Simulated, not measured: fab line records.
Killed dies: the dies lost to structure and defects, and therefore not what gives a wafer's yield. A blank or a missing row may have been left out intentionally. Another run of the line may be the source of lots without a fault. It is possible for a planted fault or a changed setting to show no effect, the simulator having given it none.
Problem report, 8D (eight disciplines) form, completed by code | flow nand-harc | the parts of the form that need people (team, actions taken, sign-off) are left out

1. THE PROBLEM
Mean of sort_bin_2_pct at NHARC_END_SORT_01: 95.8 % across 6 wafers in 2 lots; on wafers with no fault it is 1.4 % (standard deviation 0.53). That is +99 or more standard deviations from the usual mean.
First seen on wafer L177.1, day 24 19:19, on prober-02. The record has a number at this step for 6 wafers belonging to 2 lots. By rule, "out" or "out of limits" means more than 4 standard deviations away from the usual mean. Any other wafer with a number is counted as sound.

2. WHAT IT IS; WHAT IT IS NOT
question                    | is                                                                                                                  | is not
which readings at this step | sort_bin_2_pct, defect-limited-yield, killed-at-array, killed-dies, sort-n-pass, sort-rim-yield-pct, sort-yield-pct | killed-at-other, killed-at-periphery, killed-short, sort_bin_3_pct
which lots                  | L177, L178                                                                                                          | -
which wafers of those lots  | all that have a number                                                                                              | -
read on which gauges        | prober-01, prober-02                                                                                                | -
when                        | from day 24 19:19                                                                                                   | up to then (0 sound wafers)

3. THE SUSPECTS, EACH WITH WHAT RULES IT OUT
Counting: any tool at a process step up to the reading is kept as a suspect provided that every lot that is out went through it and no sound lot did after the first of them.
- ruled out: the gauge at NHARC_END_SORT_01. The wafers that are out were read on 2 gauges (prober-01, prober-02).
- rie-diel-03 at NHARC_A_BONDPAD_ETCH_24 (etches the open film in CF4/N2, target depth 30 nm, time 72.99 s): kept. It ran every lot that is out, first L177 (day 23 00:38), and no sound lot after that.
Remaining after the count: rie-diel-03 at NHARC_A_BONDPAD_ETCH_24.

4. THE CAUSE (what the simulator had put in)
Skipped step whole: rie-diel-03, from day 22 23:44 on, at NHARC_A_BONDPAD_ETCH_24. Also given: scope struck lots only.
This tool alone remained once counting was done.

5. SEQUENCE OF EFFECTS, ordered by route
Rows list readings where the struck wafers' mean (over those with a number) sits beyond 3 standard deviations from the usual. Only readings for which the record gives a usual standard deviation are gone through. hours: the time from each lot's start at the first step in this table that gives one to its start at this step, as a median over the lots. sigmas: the change in usual standard deviations.
hours | step              | reading              | usual  | on struck wafers | change | sigmas
0     | NHARC_END_SORT_01 | defect-limited-yield | 95.2 % | 0.0              | -95.2  | -73
0     | NHARC_END_SORT_01 | killed-at-array      | 29     | 674              | +645   | +69
0     | NHARC_END_SORT_01 | killed-dies          | 32     | 677              | +645   | +72
0     | NHARC_END_SORT_01 | sort_bin_2_pct       | 1.4 %  | 95.8             | +94.4  | +99 or more
0     | NHARC_END_SORT_01 | sort-n-pass          | 645    | 0                | -645   | -72
0     | NHARC_END_SORT_01 | sort-rim-yield-pct   | 97.4 % | 0.0              | -97.4  | -57
0     | NHARC_END_SORT_01 | sort-yield-pct       | 95.2 % | 0.0              | -95.2  | -73
Readings that are blank on the struck wafers while sound wafers have them: bias-w at NHARC_A_BONDPAD_ETCH_24; cf4-flow-sccm at NHARC_A_BONDPAD_ETCH_24; drypump-motor-current-A at NHARC_A_BONDPAD_ETCH_24; oes-product-au at NHARC_A_BONDPAD_ETCH_24; rf-vpp-V at NHARC_A_BONDPAD_ETCH_24; showerhead-plenum-p-Torr at NHARC_A_BONDPAD_ETCH_24; throttle-valve-pct at NHARC_A_BONDPAD_ETCH_24.

6. WHAT WOULD HAVE CAUGHT IT SOONER
The first out-of-limits reading at a measuring or inspecting step in this record came at day 24 19:19, 44 hours after the fault's start at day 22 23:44.
At NHARC_A_BONDPAD_ETCH_24 the tool's readings are blank on the struck wafers, where sound wafers have them: an empty tool record is the first sign, and it was there at once.
By day 24 19:19, every lot that is out (2) had started NHARC_A_BONDPAD_ETCH_24 on rie-diel-03. None of them would have been spared by holding the tool at that moment.
